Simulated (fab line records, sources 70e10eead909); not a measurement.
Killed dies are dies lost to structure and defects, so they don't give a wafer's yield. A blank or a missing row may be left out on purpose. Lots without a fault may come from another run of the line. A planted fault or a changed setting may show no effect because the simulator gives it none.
fab line records | flow nand_harc
record lots=7 wafers=21 last_day=33
route steps=1302 shown A_STAIRCASE@783 END@1302
lots that met no fault: from a run of the same line without faults
start_h: hours from the record's first day to the start of the lot's first wafer shown | wait_h: hours since the lot's step before | " the same as in the row above | L1.1+2: a row that stands for several wafers | - no value, or no start given | * or withheld: withheld | < > ~ a bound
route shown NAME@n: a module of which the file shows steps, and the number in the route of the first | usual: mean/standard deviation of fault-free wafers | same: alike in all rows | chamber/n: place in a boat | sites: the reading at each site | _std_site: their standard deviation | _edge_site: outer sites' mean less inner sites' | radius_mm: how far each site lies from the wafer's centre | mask NAME#n: copy n | behind: the tool/chamber that last shaped the wafer | hold: why the lot was held/for how many hours/how that ended | device: the transistor (n, p or np) that didn't switch | end of line: the same wafers' tests at the end of the route | a step without rows: its recipe alone | killed: dies lost to structure and defects at the first sort, not the wafer's yield | map: a wafer's dies, x killed, . not, _ none there
set.NAME: the setting as run; set.NAME@STEP: as run at that earlier step | model.NAME: the simulator's own value behind a step, which no gauge read
lots at some steps of the route; a table a step, a row a wafer
services: from which hour (start_h, from the record's first day; less than 0 if before it) a tool's chamber was out of use, for how many hours, and why
## steps
# step NHARC_A_STAIRCASE_HARDBAKE_269
# recipe temp_c=120 time_s=140
# step NHARC_A_STAIRCASE_DESCUM_270
# recipe time_s=3 o2_flow_sccm=200 ar_flow_sccm=0 bias_power_w=0 chemistry=O2
# usual drypump_motor_current_A=5.8/0.44 oes_product_au=1.003/0.01 rf_vpp_V=57.8/0.92 showerhead_plenum_p_Torr=1.91/0.08 throttle_valve_pct=11.312/0.009
# same time_s=3
# columns lot.wafer tool chamber start_h wait_h drypump_motor_current_A oes_product_au rf_hours_counter_h rf_vpp_V showerhead_plenum_p_Torr throttle_valve_pct
L760.1 rie_diel-13 0 471.31 - 5.4 0.996 37 58.1 1.94 11.315
L760.3 " 2 " " 5.8 0.996 34 59.2 1.88 11.308
L760.5 " 0 " " 5.3 0.995 - 58.7 1.95 11.311
L758.3 rie_diel-03 2 472.75 - 6.2 0.999 0 56.4 1.88 11.315
L758.1 " 0 " " 6.4 1.011 0 56.1 1.79 11.313
L758.5 " 2 " " 6.2 1.008 - 56.1 1.88 11.312
L761.4 rie_diel-07 1 499.98 - 6.6 1.006 7 57.7 1.98 11.315
L761.1 " 2 " " 5.9 1.007 2 58.0 1.85 11.318
L761.2 " 0 " " 5.8 1.010 7 56.7 1.84 11.309
L762.1 rie_diel-07 0 519.26 - 5.8 1.031 13 57.4 1.84 11.311
L762.6 " 3 " " 5.6 1.017 - 59.4 2.07 11.305
L762.5 " 0 " " 5.8 1.013 - 57.7 1.84 11.323
L763.4 rie_diel-03 1 521.20 - 5.1 0.997 17 58.2 1.88 11.335
L763.3 " 3 " " 6.0 1.001 19 58.0 1.91 11.305
L763.2 " 0 " " 6.4 0.997 19 57.0 1.78 11.313
L768.3 rie_diel-13 0 553.85 - 5.4 0.975 8 59.0 1.94 11.307
L768.6 " 0 " " 5.3 0.967 - 58.4 1.94 11.314
L768.5 " 1 " " 5.3 0.994 - 58.3 2.02 11.328
L771.1 rie_diel-13 2 600.68 - 5.7 1.002 22 56.6 1.87 11.294
L771.2 " 3 " " 6.3 1.004 23 57.9 1.93 11.302
L771.6 " 0 " " 5.4 0.994 - 58.6 1.93 11.300
# step NHARC_A_STAIRCASE_ETCH_271
# recipe cf4_flow_sccm=100 chf3_flow_sccm=30 ar_flow_sccm=0 rf_w=500 bias_w=200 chemistry=CF4/CHF3
# step NHARC_A_STAIRCASE_HM_OPEN_457
# recipe o2_flow_sccm=400 cos_flow_sccm=20 ar_flow_sccm=0 rf_w=500 bias_w=300 chemistry=O2/COS
# step NHARC_A_STAIRCASE_STRIP_458
# recipe o2_flow_sccm=400 cos_flow_sccm=20 ar_flow_sccm=0 bias_w=0 chemistry=O2/COS
# step NHARC_A_STAIRCASE_ETCH_451
# recipe target_depth_a=300 overetch_a=30 time_s=16.5 ion_energy_ev=100 cf4_flow_sccm=80 o2_flow_sccm=20 ar_flow_sccm=0 rf_w=300 bias_w=100 chemistry=CF4/O2
# step NHARC_A_STAIRCASE_ETCH_273
# recipe target_depth_a=1.02e+05 time_s=2468.6 ion_energy_ev=800 c4f8_flow_sccm=80 o2_flow_sccm=60 ar_flow_sccm=withheld rf_w=600 bias_w=3000 chemistry=C4F8/O2/Ar
# step NHARC_A_STAIRCASE_STRIP_274
# recipe o2_flow_sccm=500 ar_flow_sccm=0 bias_w=0 chemistry=O2
# usual drypump_motor_current_A=5.9/0.45 oes_product_au=1.004/0.0093 rf_vpp_V=57.7/1 showerhead_plenum_p_Torr=3.52/0.13 throttle_valve_pct=17.036/0.0086
# columns lot.wafer tool chamber start_h wait_h drypump_motor_current_A oes_product_au rf_hours_counter_h rf_vpp_V showerhead_plenum_p_Torr throttle_valve_pct
L760.3 rie_diel-13 3 - - 6.4 1.007 39 58.0 3.57 17.045
L760.1 " 1 " " 5.3 0.995 38 58.6 3.72 17.051
L760.5 " 2 " " 5.7 1.007 - 56.9 3.47 17.024
L758.1 rie_diel-03 2 - - 6.2 1.007 1 57.9 3.47 17.037
L758.3 " 1 " " 5.1 1.013 1 57.9 3.48 17.037
L758.5 " 2 " " 6.2 1.009 - 56.7 3.47 17.025
L761.1 rie_diel-07 2 - - 5.9 1.027 3 56.8 3.42 17.035
L761.2 " 3 " " 5.7 1.030 8 58.5 3.80 17.039
L761.4 " 1 " " 6.6 1.011 8 57.7 3.65 17.036
L762.1 rie_diel-07 1 - - 6.6 0.996 13 57.9 3.65 17.023
L762.5 " 0 " " 5.8 1.006 - 56.2 3.41 17.046
L762.6 " 1 " " 6.6 0.996 - 57.4 3.65 17.035
L763.4 rie_diel-03 3 - - 6.0 1.017 20 58.4 3.52 17.044
L763.2 " 0 " " 6.4 1.018 20 57.1 3.30 17.026
L763.3 " 1 " " 5.1 1.014 18 57.8 3.47 17.029
L768.3 rie_diel-13 2 - - 5.7 1.004 11 58.0 3.46 17.042
L768.5 " 0 " " 5.4 0.987 - 59.7 3.57 17.042
L768.6 " 1 " " 5.4 0.993 - 57.0 3.71 17.040
L771.2 rie_diel-13 1 - - 5.4 0.989 23 59.3 3.70 17.043
L771.1 " 2 " " 5.8 1.003 24 58.8 3.45 17.034
L771.6 " 0 " " 5.4 0.984 - 57.8 3.56 17.031
# step NHARC_A_STAIRCASE_STRIP_275
# recipe time_s=900 temp_c=130 chemistry=SPM
# step NHARC_A_STAIRCASE_PRECLEAN_276
# recipe time_s=* temp_c=50 bath_age_min=0 chemistry=SC1
# step NHARC_A_STAIRCASE_SRD_277
# step NHARC_A_STAIRCASE_HM_DEP_459
# recipe target_thk_a=15000 temp_c=400 material=aC
# usual throttle_valve_pct=34.999/0.0097
# columns lot.wafer tool chamber start_h wait_h throttle_valve_pct
L760.1 acl_dep-03 0 474.43 0.1 34.984
L760.3 " 0 " " 34.989
L760.5 " 0 " " 34.987
L758.1 acl_dep-01 0 475.89 0.1 34.996
L758.3 " 0 " " 34.995
L758.5 " 0 " " 35.003
L761.1 acl_dep-02 0 503.06 0.1 34.998
L761.2 " 0 " " 34.999
L761.4 " 0 " " 35.015
L762.1 acl_dep-03 0 525.16 2.9 35.011
L762.5 " 0 526.38 4.1 35.012
L762.6 " 0 " " 34.988
L763.2 acl_dep-03 0 527.30 3.1 35.010
L763.3 " 0 " " 34.987
L763.4 " 0 " " 34.998
L768.3 acl_dep-03 0 559.23 1.8 35.004
L768.5 " 0 " " 35.007
L768.6 " 0 " " 34.997
L771.1 acl_dep-02 0 603.69 0.1 34.987
L771.2 " 0 " " 35.016
L771.6 " 0 605.24 1.6 35.018
# step NHARC_A_STAIRCASE_DEP_280
# recipe target_thk_a=300 target_thk_nm=30 temp_c=400 pressure_torr=3.5 flow_sccm=200 rf_w=350 material=SiON
# step NHARC_A_STAIRCASE_DEHYDRATE_281
# recipe temp_c=150 time_s=120
# step NHARC_A_STAIRCASE_HMDS_282
# recipe time_s=30
# step NHARC_A_STAIRCASE_COAT_283
# recipe spin_rpm=1200
# step NHARC_A_STAIRCASE_SOFTBAKE_284
# recipe temp_c=135 time_s=170
# step NHARC_A_STAIRCASE_EBR_285
# step NHARC_A_STAIRCASE_EXPOSE_286
# recipe na=0.5 dose_mj=25.01 mask_id=CHOP_100
# step NHARC_A_STAIRCASE_PEB_287
# recipe peb_temp_c=115 peb_time_s=130
# step NHARC_A_STAIRCASE_DEVELOP_288
# recipe time_s=140
# step NHARC_A_STAIRCASE_HARDBAKE_290
# recipe temp_c=120 time_s=140
# step NHARC_A_STAIRCASE_DESCUM_291
# recipe time_s=3 o2_flow_sccm=200 ar_flow_sccm=0 bias_power_w=0 chemistry=O2
# usual drypump_motor_current_A=5.9/0.44 oes_product_au=1.002/0.01 rf_vpp_V=57.7/0.95 showerhead_plenum_p_Torr=1.90/0.073 throttle_valve_pct=11.311/0.0095
# same time_s=3
# columns lot.wafer tool chamber start_h wait_h drypump_motor_current_A oes_product_au rf_hours_counter_h rf_vpp_V showerhead_plenum_p_Torr throttle_valve_pct
L760.1 rie_diel-13 3 477.31 - 6.3 1.017 39 58.2 1.94 11.301
L760.3 " 0 " " 5.3 1.013 38 56.9 1.95 11.308
L760.5 " 0 " " 5.3 0.999 - 58.0 1.94 11.314
L758.1 rie_diel-03 3 478.73 - 6.0 0.995 3 56.9 1.91 11.322
L758.3 " 2 " " 6.2 1.004 3 57.2 1.88 11.324
L758.5 " 3 " " 6.0 1.004 - 57.3 1.91 11.327
L761.1 rie_diel-07 1 505.93 - 6.6 0.998 9 57.4 1.98 11.316
L761.4 " 2 " " 5.9 1.015 3 57.4 1.85 11.305
L761.2 " 3 " " 5.7 1.017 9 57.6 2.07 11.305
L762.1 rie_diel-13 0 528.13 - 5.4 0.998 0 57.3 1.94 11.320
L762.5 " 0 " " 5.4 0.981 - 57.7 1.94 11.322
L762.6 " 1 " " 5.4 0.984 - 57.2 2.02 11.310
L763.3 rie_diel-03 3 530.05 - 6.0 1.005 24 56.9 1.91 11.316
L763.4 " 0 " " 6.4 1.006 26 56.5 1.78 11.292
L763.2 " 2 " " 6.2 1.013 22 57.2 1.87 11.312
L768.3 rie_diel-13 0 561.47 - 5.3 0.977 11 57.1 1.94 11.320
L768.5 " 1 " " 5.4 0.992 - 57.8 2.02 11.304
L768.6 " 2 " " 5.8 1.003 - 58.9 1.87 11.308
L771.1 rie_diel-03 2 606.45 - 6.2 1.009 46 57.9 1.86 11.326
L771.2 " 3 " " 6.0 1.000 43 56.2 1.90 11.295
L771.6 " 2 " " 6.2 1.006 - 58.0 1.86 11.300
# step NHARC_A_STAIRCASE_ETCH_292
# recipe cf4_flow_sccm=100 chf3_flow_sccm=30 ar_flow_sccm=0 rf_w=500 bias_w=200 chemistry=CF4/CHF3
# step NHARC_A_STAIRCASE_HM_OPEN_460
# recipe o2_flow_sccm=400 cos_flow_sccm=20 ar_flow_sccm=0 rf_w=500 bias_w=300 chemistry=O2/COS
# usual drypump_motor_current_A=5.9/0.43 oes_product_au=1.003/0.01 rf_vpp_V=466.8/2.5 showerhead_plenum_p_Torr=3.10/0.11 throttle_valve_pct=28.330/0.009
# columns lot.wafer tool chamber start_h wait_h drypump_motor_current_A oes_product_au rf_hours_counter_h rf_vpp_V showerhead_plenum_p_Torr throttle_valve_pct
L760.3 rie_diel-13 1 - - 5.4 0.992 38 471.6 3.30 28.338
L760.1 " 3 " " 6.4 1.014 39 468.6 3.16 28.339
L760.5 " 1 " " 5.4 0.989 - 471.7 3.30 28.320
L758.1 rie_diel-03 3 - - 6.0 1.009 3 468.5 3.12 28.356
L758.3 " 0 " " 6.4 1.015 3 462.4 2.93 28.308
L758.5 " 3 " " 6.0 1.006 - 466.9 3.12 28.336
L761.1 rie_diel-07 3 - - 5.6 1.017 9 471.2 3.37 28.329
L761.2 " 1 " " 6.6 1.016 9 468.4 3.23 28.340
L761.4 " 2 " " 5.9 1.023 3 465.0 3.03 28.322
L763.4 rie_diel-03 1 - - 5.1 0.989 25 466.4 3.07 28.326
L763.3 " 2 " " 6.2 1.009 22 466.1 3.06 28.321
L763.2 " 0 " " 6.4 1.004 26 464.1 2.91 28.332
L762.1 rie_diel-13 3 - - 6.3 1.000 4 468.2 3.15 28.322
L762.6 " 3 " " 6.4 1.006 - 468.2 3.15 28.335
L762.5 " 0 " " 5.4 0.988 - 466.8 3.16 28.319
L768.3 rie_diel-13 2 - - 5.8 1.005 13 466.3 3.06 28.316
L768.6 " 0 " " 5.4 0.987 - 468.0 3.16 28.322
L768.5 " 1 " " 5.4 0.986 - 471.0 3.28 28.322
L771.1 rie_diel-03 0 - - 6.4 1.014 50 461.5 2.90 28.337
L771.2 " 1 " " 5.1 0.998 49 465.8 3.06 28.339
L771.6 " 0 " " 6.4 1.005 - 462.7 2.90 28.330
# step NHARC_A_STAIRCASE_STRIP_461
# recipe o2_flow_sccm=400 cos_flow_sccm=20 ar_flow_sccm=0 bias_w=0 chemistry=O2/COS
# step NHARC_A_STAIRCASE_ETCH_452
# recipe target_depth_a=300 overetch_a=30 time_s=16.5 ion_energy_ev=100 cf4_flow_sccm=80 o2_flow_sccm=20 ar_flow_sccm=0 rf_w=300 bias_w=100 chemistry=CF4/O2
# usual drypump_motor_current_A=5.8/0.45 oes_o_777_au=1.000/0.0041 oes_product_au=1.003/0.011 rf_vpp_V=197.6/1.1 showerhead_plenum_p_Torr=1.32/0.05 throttle_valve_pct=13.396/0.0092
# same time_s=16.5
# columns lot.wafer tool chamber start_h wait_h drypump_motor_current_A oes_o_777_au oes_product_au rf_hours_counter_h rf_vpp_V showerhead_plenum_p_Torr throttle_valve_pct
L760.3 rie_diel-13 1 - - 5.3 0.998 0.982 38 199.6 1.41 13.398
L760.1 " 2 " " 5.7 0.996 0.997 36 197.2 1.31 13.393
L760.5 " 0 " " 5.4 1.011 0.990 - 197.4 1.36 13.398
L758.3 rie_diel-03 3 - - 6.0 0.998 1.011 3 196.7 1.33 13.389
L758.1 " 0 " " 6.4 0.997 1.022 3 195.7 1.25 13.398
L758.5 " 2 " " 6.2 0.997 1.011 - 197.0 1.31 13.393
L761.2 rie_diel-07 1 - - 6.6 1.002 1.003 9 198.0 1.38 13.385
L761.1 " 2 " " 5.9 1.000 1.018 3 199.0 1.29 13.402
L761.4 " 0 " " 5.7 0.996 1.020 9 195.3 1.29 13.400
L763.2 rie_diel-03 1 - - 5.1 1.002 0.993 25 197.2 1.31 13.396
L763.4 " 3 " " 6.0 0.996 1.014 24 198.0 1.33 13.402
L763.3 " 0 " " 6.4 0.998 1.008 26 195.3 1.24 13.410
L762.1 rie_diel-13 0 - - 5.4 1.004 0.990 2 199.1 1.35 13.395
L762.6 " 2 " " 5.7 1.002 1.002 - 196.1 1.31 13.398
L762.5 " 3 " " 6.3 0.992 1.013 - 198.3 1.35 13.392
L768.3 rie_diel-13 0 - - 5.4 0.999 0.972 11 197.7 1.35 13.407
L768.5 " 3 " " 6.3 0.996 0.993 - 197.8 1.35 13.407
L768.6 " 0 " " 5.4 0.998 0.979 - 197.3 1.35 13.406
L771.2 rie_diel-03 2 - - 6.2 0.997 1.006 46 197.5 1.30 13.400
L771.1 " 3 " " 6.0 0.995 1.008 43 197.6 1.33 13.416
L771.6 " 1 " " 5.1 1.000 0.998 - 198.8 1.31 13.405
# step NHARC_A_STAIRCASE_ETCH_294
# recipe target_depth_a=49890 time_s=1211.6 ion_energy_ev=800 c4f8_flow_sccm=80 o2_flow_sccm=60 ar_flow_sccm=withheld rf_w=600 bias_w=3000 chemistry=C4F8/O2/Ar
# step NHARC_A_STAIRCASE_STRIP_295
# recipe o2_flow_sccm=500 ar_flow_sccm=0 bias_w=0 chemistry=O2
# step NHARC_A_STAIRCASE_STRIP_296
# recipe time_s=900 temp_c=130 chemistry=SPM
# step NHARC_A_STAIRCASE_PRECLEAN_297
# recipe time_s=* temp_c=50 bath_age_min=0 chemistry=SC1
# step NHARC_A_STAIRCASE_SRD_298
# step NHARC_A_STAIRCASE_HM_DEP_462
# recipe target_thk_a=8000 temp_c=400 material=aC
# step NHARC_A_STAIRCASE_DEP_301
# recipe target_thk_a=300 target_thk_nm=30 temp_c=400 pressure_torr=3.5 flow_sccm=200 rf_w=350 material=SiON
# step NHARC_A_STAIRCASE_DEHYDRATE_302
# recipe temp_c=150 time_s=120
# step NHARC_A_STAIRCASE_HMDS_303
# recipe time_s=30
# step NHARC_A_STAIRCASE_COAT_304
# recipe spin_rpm=1200
# step NHARC_A_STAIRCASE_SOFTBAKE_305
# recipe temp_c=135 time_s=170
# step NHARC_A_STAIRCASE_EBR_306
# step NHARC_END_SORT_01
# recipe temp_c=25
# usual killed_at_array=50/16 killed_at_other=0.8/1 killed_at_periphery=4/3.1 killed_dies=54/16 killed_open=3.2/2 killed_short=2.5/1.6
# same gross_dies=677
# columns lot.wafer tool chamber start_h wait_h killed_at_array killed_at_other killed_at_periphery killed_dies killed_open killed_short
L762.1 prober-01 0 704.85 2.5 135 0 2 137 2 2
L762.5 prober-01 0 708.05 3.7 123 1 1 125 1 0
L762.6 prober-01 0 708.85 4.0 111 0 0 111 2 3
L763.2 prober-02 0 713.43 2.8 96 0 5 101 5 1
L763.3 prober-02 0 714.23 3.1 121 0 2 123 2 1
L763.4 prober-02 0 715.03 3.4 99 0 4 103 3 1
L768.3 prober-01 0 754.25 3.1 109 2 0 111 4 7
L768.5 prober-01 0 755.85 3.7 102 0 0 102 2 2
L768.6 prober-01 0 756.64 4.0 110 2 0 112 2 1
# killed by level:class
L762.1 A_STAIRCASE:unspecified=52 A_CHANNEL_HOLE_D1:chamber_film_flake=38 A_SLIT:chamber_film_flake=22 A_CHANNEL_HOLE_D2:chamber_film_flake=11 A_STAIRCASE:chamber_film_flake=3 A_M1:chamber_film_flake=2 P_M1:geometric_particle:short=1 A_ONON_D2:geometric_particle:open=1
L762.5 A_STAIRCASE:unspecified=53 A_CHANNEL_HOLE_D1:chamber_film_flake=32 A_SLIT:chamber_film_flake=25 A_CHANNEL_HOLE_D2:chamber_film_flake=5 A_STAIRCASE:chamber_film_flake=3 A_CONTACT:chamber_film_flake=2 A_SGD_CUT:geometric_particle:open=1 P_STI:chamber_film_flake=1
L762.6 A_STAIRCASE:unspecified=49 A_SLIT:chamber_film_flake=22 A_CHANNEL_HOLE_D1:chamber_film_flake=14 A_CHANNEL_HOLE_D2:chamber_film_flake=11 A_STAIRCASE:chamber_film_flake=5 A_M1:chamber_film_flake=3 A_CONTACT:geometric_particle:short=2 A_DECK1_JOINT:geometric_particle:short=1
L763.2 A_STAIRCASE:unspecified=46 A_CHANNEL_HOLE_D2:chamber_film_flake=17 A_CHANNEL_HOLE_D1:chamber_film_flake=10 A_CONTACT:chamber_film_flake=10 A_WL_FILL:chamber_film_flake=4 A_SLIT:chamber_film_flake=3 P_M0:geometric_particle:open=2 A_M1:chamber_film_flake=2
L763.3 A_STAIRCASE:unspecified=52 A_CHANNEL_HOLE_D1:chamber_film_flake=28 A_CHANNEL_HOLE_D2:chamber_film_flake=21 A_CONTACT:chamber_film_flake=11 A_M1:chamber_film_flake=4 A_SLIT:chamber_film_flake=3 P_CONTACT:geometric_particle:open=1 A_DECK1_JOINT:geometric_particle:open=1
L763.4 A_STAIRCASE:unspecified=49 A_CHANNEL_HOLE_D1:chamber_film_flake=18 A_CHANNEL_HOLE_D2:chamber_film_flake=13 A_CONTACT:chamber_film_flake=10 A_STAIRCASE:chamber_film_flake=3 P_M2:chamber_film_flake=2 P_CONTACT:geometric_particle:short=1 P_CONTACT:geometric_particle:open=1
L768.3 A_STAIRCASE:unspecified=49 A_CHANNEL_HOLE_D2:chamber_film_flake=18 A_SLIT:chamber_film_flake=16 A_CONTACT:chamber_film_flake=9 A_CHANNEL_HOLE_D1:chamber_film_flake=4 A_CHANNEL_FILL_D1:geometric_particle:short=2 A_WL_FILL:geometric_particle:short=2 A_M0:geometric_particle:open=2
L768.5 A_STAIRCASE:unspecified=52 A_SLIT:chamber_film_flake=14 A_CHANNEL_HOLE_D2:chamber_film_flake=13 A_CHANNEL_HOLE_D1:chamber_film_flake=9 A_CONTACT:chamber_film_flake=4 A_CHANNEL_FILL_D1:chamber_film_flake=3 A_SGD_CUT:chamber_film_flake=2 A_ONON_D1:geometric_particle:short=1
L768.6 A_STAIRCASE:unspecified=55 A_SLIT:chamber_film_flake=23 A_CHANNEL_HOLE_D2:chamber_film_flake=15 A_CONTACT:chamber_film_flake=7 A_CHANNEL_HOLE_D1:chamber_film_flake=4 A_WL_FILL:chamber_film_flake=2 THIN_TSV:chamber_film_flake=2 A_DECK1_JOINT:geometric_particle:open=1
# map L762.1 (x killed, . not)
____________.____________
_________......._________
_______......x...._______
______......xx.....______
_____.....x.xx......_____
____.......xxxx......____
____......xxxx.x.....____
___........xxxxxx.....___
___.......xxx.x.......___
__.........xxx.........__
__.......x.xxxx........__
_........x..x.x........._
_.........x.....x......._
_...........x..........._
_......................._
_......................._
.x.........x....xx.......
..............x..........
.........x...x.x.........
........x................
.xx..............x.......
_.xxx.x...............x._
_xxxx..........x........_
_xxxx..................._
_xxx.x.................._
_xxxx..................._
__xxx..................__
__xxxx...........xx....__
___xxx.........xxxxxx.___
___x.x.........xxxxx.x___
____..........xxxxxxx____
____.........xxxxxxxx____
_____........xxxxxxx_____
______.......xxxxxx______
_______.....xxxxxx_______
_________...xxxx_________
____________.____________
# map L763.3 (x killed, . not)
____________.____________
_________......._________
_______x.........._______
______.....xxxx....______
_____......x..x....x_____
____...x...x..x......____
____......x.xxx......____
___.......xxxxx.x.....___
___....xx...xxx.......___
__........xxxxxxx....x.__
__......x...xxxx.......__
_............xx........._
_.........x..x.........._
_..............x........_
_.x....................._
_...x..................._
...x.....................
.........................
.........................
.........................
.........................
_x..x..................._
_..xx................x.x_
_..xx..x................_
_xxxxx...........x......_
_x......................_
__xx.x.................__
__..x..........xx......__
___.x.x.........xxx.xx___
___xx.........xxxxxxx.___
____...........xxxxxx____
____.........xxxxxxxx____
_____.......xxxxxxxx_____
______......xxxxxxx______
_______......xxxxx_______
_________...xxxx_________
____________.____________
## services
# columns tool chamber start_h hours kind
rie_diel-13 0 450.51 - clean
rie_diel-13 1 450.51 - clean
rie_diel-13 2 450.51 - clean
rie_diel-13 3 450.51 - clean
rie_diel-03 - 458.44 9.0 pm
rie_diel-13 0 463.10 2.8 repair
rie_diel-07 - 471.39 9.0 pm
rie_diel-13 0 475.01 - clean
rie_diel-13 1 475.01 - clean
rie_diel-13 2 475.01 - clean
rie_diel-13 3 475.01 - clean
acl_dep-03 - 482.03 13.0 pm
rie_diel-03 - 482.56 0.4 repair
rie_diel-07 2 488.60 5.3 repair
rie_diel-03 0 489.40 3.5 repair
rie_diel-13 0 499.51 - clean
rie_diel-13 1 499.51 - clean
rie_diel-07 1 515.78 3.4 repair
rie_diel-13 - 519.01 9.0 pm
rie_diel-03 3 543.77 2.2 repair
rie_diel-03 3 547.88 7.5 repair
acl_dep-01 - 552.66 13.0 pm
rie_diel-03 2 570.41 4.8 repair
acl_dep-02 - 605.55 13.0 pm
## key
first_sign step=NHARC_END_SORT_01 reading=killed_at_array direction=up sigmas=3.9 usual=50 struck=112
effect step=NHARC_END_SORT_01 reading=killed_dies direction=up sigmas=3.7 usual=54 struck=114
more_kills_born_at NHARC_A_STAIRCASE_HM_DEP_459@acl_dep-03=457
met_at NHARC_A_STAIRCASE_HM_DEP_459
struck_wafers L762.1,L762.5,L762.6,L763.2,L763.3,L763.4,L768.3,L768.5,L768.6
tester_left_out L762,L763,L768
fault kind=chamber_particle_source tool=acl_dep-03 chamber=- onset_h=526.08 steps=NHARC_A_STAIRCASE_HM_DEP_459 rate_per_visit_cm2=1.6974 end_h=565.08
# tester_left_out: of these lots the tester's yield and bins aren't shown, on N5 and GAA mostly nor the transistor test; their killed dies are dies lost to structure and defects alone, not to doping, threshold or leakage, so they don't give the yield
